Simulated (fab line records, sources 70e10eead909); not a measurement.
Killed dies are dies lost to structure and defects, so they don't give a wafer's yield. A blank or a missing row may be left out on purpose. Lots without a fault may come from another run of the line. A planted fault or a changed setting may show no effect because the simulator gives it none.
Chamber matching | flow nand_harc | NHARC_A_STAIRCASE_TRIM_196 on rie_diel-05: 4 sister chambers
The step chemistry O2, time 211.2 s. 4 wafers are shown with their chamber, then 12 later ones without.

WAFERS WITH THEIR CHAMBER
wafer  | chamber | showerhead_plenum_p_Torr (Torr)
L082.6 | 2       | 3.50
L086.4 | 3       | 3.70
L089.2 | 1       | 3.63
L089.6 | 0       | 3.31

WAFERS WITHOUT THEIR CHAMBER
wafer  | showerhead_plenum_p_Torr (Torr)
L092.1 | 3.49
L092.2 | 3.62
L092.3 | 3.69
L093.1 | 3.69
L093.4 | 3.62
L093.5 | 3.69
L094.1 | 3.68
L094.4 | 3.30
L094.6 | 3.49
L096.3 | 3.30
L096.4 | 3.68
L096.5 | 3.48

WHICH CHAMBER EACH WENT THROUGH
wafer  | from the rows above | in truth
L092.1 | 2                   | 2
L092.2 | 1                   | 1
L092.3 | 3                   | 3
L093.1 | 3                   | 3
L093.4 | 1                   | 1
L093.5 | 3                   | 3
L094.1 | 3                   | 3
L094.4 | 0                   | 0
L094.6 | 2                   | 2
L096.3 | 0                   | 0
L096.4 | 3                   | 3
L096.5 | 2                   | 2
Placed correctly: 12 of 12. Can't be placed from these rows: 0. Placed wrongly: 0.
How it was worked out, from the rows above alone: a wafer's distance from a chamber is the root of the sum, over the readings, of the square of ((its reading less the chamber's mean) divided by the reading's scatter). The wafer belongs to the nearest chamber; if the next one is less than 2 further off, it can't be placed. A chamber's mean is the mean of its shown wafers. The scatter: with one shown wafer a chamber, the root of the mean of the squares of how far each hidden wafer lies from its nearest shown one.
